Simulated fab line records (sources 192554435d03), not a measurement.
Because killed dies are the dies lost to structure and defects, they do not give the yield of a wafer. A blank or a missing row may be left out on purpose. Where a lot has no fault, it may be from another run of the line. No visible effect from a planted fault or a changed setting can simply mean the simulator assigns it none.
Problem report in the 8D (eight disciplines) form, filled by code || flow n5_finfet || the parts of the form that need people (team, actions taken, sign-off) are left out

## 1. THE PROBLEM
spin_speed_rpm at N5_BEOL_M1_COAT_61 reads a mean of 1541.1 rpm on 6 wafers of 2 lots; wafers without a fault read 1500.3 rpm with a standard deviation of 1.2. Measured from the usual mean, that is +34 standard deviations.
The step: time 60 s, resist thk 60 nm.
Earliest sighting: wafer L681.1 on litho_track-02 at day 8 15:56. At this step, 30 wafers from 10 lots have a number in the record. Rule for "out", or "out of limits": more than 4 standard deviations from the usual mean. Any other wafer with a number is counted as sound.

## 2. WHAT IT IS, AND WHAT IT ISN'T
{"question": "which readings at this step", "is": "spin_speed_rpm", "is not": "-"}
{"question": "which lots", "is": "L681, L682", "is not": "L673, L676, L680, L684, L689, L691, L693, L694"}
{"question": "which wafers of those lots", "is": "all that have a number", "is not": "-"}
{"question": "read on which tools", "is": "litho_track-02", "is not": "litho_track-01, litho_track-04"}
{"question": "when", "is": "from day 8 15:56", "is not": "up to then (9 sound wafers); but 15 sound wafers of L684, L689, L691, L693, L694 came after"}

## 3. SUSPECTS, AND WHAT RULES EACH OUT
Counting: a tool stays on the suspect list if, at a process step up to the reading, it processed all lots that are out and no sound lot following the first of them.
- litho_track-02 at N5_BEOL_M1_COAT_61 (time 60 s, resist thk 60 nm): ruled out as a lasting fault. After its first lot that is out, L681 (day 8 15:56), sound lots L694 ran on it.
Left after counting: nothing in the record.

## 4. THE CAUSE (what the simulator had put in)
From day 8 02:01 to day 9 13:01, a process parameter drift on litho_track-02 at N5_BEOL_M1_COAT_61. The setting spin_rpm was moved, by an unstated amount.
Counting ruled it out, wrongly.

## 5. THE EFFECT CHAIN, in route order
Each row: a reading whose mean over the struck wafers that have a number lies more than 3 standard deviations from the usual. Scope: only readings with a usual standard deviation given in the record; hours: median across lots of the time from each lot's start at the first step in this table that gives one to its start at this step; sigmas: change in usual standard deviations.
{"hours": 0, "step": "N5_BEOL_M1_COAT_61", "reading": "spin_speed_rpm", "usual": "1500.3 rpm", "on struck wafers": 1541.1, "change": "+40.8", "sigmas": "+34"}
Its process steps:
- N5_BEOL_M1_COAT_61: time 60 s, resist thk 60 nm.
Later measuring or inspecting steps at which every struck wafer that the step has a row for has a number for every such reading, and none has moved that far: N5_BEOL_M4_RC_MEAS_101.

## 6. HOW IT WOULD HAVE BEEN CAUGHT EARLIER
In this record no reading fell out of limits until day 8 15:56, 14 hours after the fault had begun at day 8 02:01.
